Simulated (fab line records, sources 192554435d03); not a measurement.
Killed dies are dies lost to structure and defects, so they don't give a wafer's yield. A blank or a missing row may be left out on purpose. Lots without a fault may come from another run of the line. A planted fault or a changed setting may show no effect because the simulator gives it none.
Chamber matching | flow n5_finfet | N5_BEOL_M6_DESCUM_16 on rie_diel-02: 4 sister chambers
The step chemistry O2, time 7.9 s. 14 wafers are shown with their chamber, then 7 later ones without.

WAFERS WITH THEIR CHAMBER
wafer  | chamber | drypump_motor_current_A (A) | throttle_valve_pct (%) | showerhead_plenum_p_Torr (Torr)
L076.3 | 3       | 6.3                         | 20.08                  | 2.15
L076.4 | 0       | 5.9                         | 20.27                  | 2.12
L076.5 | 3       | 6.3                         | 20.10                  | 2.15
L078.2 | 1       | 5.6                         | 20.50                  | 1.97
L078.3 | 2       | 5.9                         | 20.42                  | 1.99
L078.4 | 0       | 5.9                         | 20.27                  | 2.11
L083.1 | 2       | 5.9                         | 20.43                  | 1.99
L083.4 | 0       | 5.9                         | 20.30                  | 2.11
L083.6 | 2       | 5.9                         | 20.45                  | 1.99
L084.1 | 1       | 5.7                         | 20.16                  | 2.24
L084.3 | 2       | 5.9                         | 20.42                  | 1.99
L084.4 | 0       | 5.9                         | 20.29                  | 2.11
L088.1 | 3       | 6.3                         | 20.15                  | 2.14
L088.2 | 2       | 5.9                         | 20.45                  | 1.98

SIGNATURES (means of the wafers above)
reading                  | chamber 0 | chamber 1 | chamber 2 | chamber 3 | scatter within a chamber
drypump_motor_current_A  | 5.900     | 5.650     | 5.900     | 6.300     | 0.0224
throttle_valve_pct       | 20.2825   | 20.3300   | 20.4340   | 20.1100   | 0.0787
showerhead_plenum_p_Torr | 2.1125    | 2.1050    | 1.9880    | 2.1467    | 0.0606
Rule: a wafer's distance from a chamber is the root of the sum, over the readings, of the square of ((its reading less the chamber's mean) divided by the reading's scatter). The wafer belongs to the nearest chamber; if the next one is less than 2 further off, it can't be placed. The scatter: the root of (the sum of the squares of (reading less its chamber's mean) over the shown wafers, divided by (wafers less chambers)).

WAFERS WITHOUT THEIR CHAMBER
wafer  | drypump_motor_current_A (A) | throttle_valve_pct (%) | showerhead_plenum_p_Torr (Torr)
L088.4 | 5.9                         | 20.31                  | 2.10
L092.2 | 5.9                         | 20.46                  | 1.98
L092.3 | 6.3                         | 20.15                  | 2.14
L092.4 | 5.6                         | 20.18                  | 2.23
L096.3 | 5.9                         | 20.34                  | 2.10
L096.5 | 5.9                         | 20.32                  | 2.10
L096.6 | 5.9                         | 20.47                  | 1.98

WHICH CHAMBER EACH WENT THROUGH
wafer  | from the rows above     | in truth
L088.4 | 0                       | 0
L092.2 | 2                       | 2
L092.3 | 3                       | 3
L092.4 | 1                       | 1
L096.3 | can't be placed: 0 or 2 | 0
L096.5 | can't be placed: 0 or 2 | 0
L096.6 | 2                       | 2
Placed correctly: 5 of 7. Can't be placed from these rows: 2 (the true chamber is among the candidates in 2). Placed wrongly: 0.
